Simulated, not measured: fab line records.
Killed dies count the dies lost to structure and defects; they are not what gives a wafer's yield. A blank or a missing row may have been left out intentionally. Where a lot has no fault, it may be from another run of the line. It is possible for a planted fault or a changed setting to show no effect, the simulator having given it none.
Lot-split experiment | flow n5_finfet | route with 1938 steps; 7 lots, 21 wafers read

SPLIT DETAILS
At N5_BEOL_M8_EXPOSE_25 (exposes mask V7, target cd 40 nm), the setting dose_mj was moved away from the recipe's 42.5 on 11 of the 21 wafers read, by -7.3% to +3.5%. For the rest of the wafers, this setting stayed at what the recipe calls for.

FROM THE SPLIT TO THE READING: what the file shows between them, 2 steps
- N5_BEOL_M8_PEB_26: peb time 60 s
- N5_BEOL_M8_DEVELOP_27: develop time 30 s

THE READING
cd_nm (nm) at N5_BEOL_M8_CD_MEAS_28, where the cd target is 40 nm. A value of 39.98 nm with a standard deviation of 0.23 nm is what fault-free wafers of this fab line usually give.

wafer  | tool, chamber at the split | dose_mj as run | against the recipe | cd_nm, nm | against lot-mates on the recipe
L076.2 | euv_scanner-02, 0          | 39.98          | -5.9%              | 38.28     | -1.45
L076.4 | euv_scanner-02, 0          | 42.5           | recipe             | 39.73     | -
L076.6 | euv_scanner-02, 0          | 39.98          | -5.9%              | 38.47     | -1.26
L081.2 | euv_scanner-01, 0          | 42.5           | recipe             | 39.83     | -
L081.3 | euv_scanner-01, 0          | 42.5           | recipe             | 40.07     | -
L081.5 | euv_scanner-01, 0          | 42.5           | recipe             | 40.50     | -
L083.2 | euv_scanner-01, 0          | 39.38          | -7.3%              | 38.81     | -1.17
L083.5 | euv_scanner-01, 0          | 39.38          | -7.3%              | 38.05     | -1.93
L083.6 | euv_scanner-01, 0          | 42.5           | recipe             | 39.98     | -
L084.1 | euv_scanner-02, 0          | 43.97          | +3.5%              | 40.60     | no lot-mate on the recipe
L084.2 | euv_scanner-02, 0          | 43.97          | +3.5%              | 40.57     | no lot-mate on the recipe
L084.5 | euv_scanner-02, 0          | 43.97          | +3.5%              | 40.61     | no lot-mate on the recipe
L087.1 | euv_scanner-02, 0          | 40.98          | -3.6%              | 38.94     | -1.01
L087.4 | euv_scanner-02, 0          | 42.5           | recipe             | 39.95     | -
L087.6 | euv_scanner-02, 0          | 40.98          | -3.6%              | 38.51     | -1.44
L097.2 | euv_scanner-02, 0          | 42.5           | recipe             | 39.77     | -
L097.4 | euv_scanner-02, 0          | 40.09          | -5.7%              | 38.41     | -1.36
L097.6 | euv_scanner-02, 0          | 40.09          | -5.7%              | 38.96     | -0.81
L096.1 | euv_scanner-02, 0          | 42.5           | recipe             | 40.13     | -
L096.5 | euv_scanner-02, 0          | 42.5           | recipe             | 40.52     | -
L096.6 | euv_scanner-02, 0          | 42.5           | recipe             | 40.19     | -

FIT RESULTS
A straight line over all 21 wafers: cd_nm changes by +0.233 nm for each +1% of dose_mj; r = +0.94; the points scatter about the line by 0.32 nm.
The same after taking each lot's own level away (the mean of its wafers on the recipe; 18 wafers): +0.218 nm for each +1%; r = +0.92; scatter 0.29 nm.
According to that fit, moving dose_mj by its largest amount changes the reading by 1.6 nm.
The span of the lots' own levels, 39.730 to 40.280 nm, comes to 2.4 times the standard deviation stated above.
The two slopes agree, so the slope changes little with the lot-to-lot level.
Check: for one of the wafers moved furthest among these (-7.3%), held out of the fit, the line's prediction against its lot-mates is -1.75 nm. It came out at -1.17 nm against them.

THE WHOLE CHAIN: every reading that the file lists as answering this split, in the file's order
step                  | what it does           | reading                                                        | change (the file's fit)               | r (the file's)
N5_BEOL_M8_CD_MEAS_28 | target cd 40 nm        | cd_nm                                                          | +0.224 nm for each +1% of the setting | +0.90
N5_BEOL_M8_DESCUM_33  | chemistry O2, time 7 s | BEOL_M8.cd_nm (the simulator's own value, which no gauge read) | +0.226 nm for each +1% of the setting | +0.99

FILE'S OWN FIT
cd_nm changes by +0.224 nm for each +1% of dose_mj, r = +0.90.
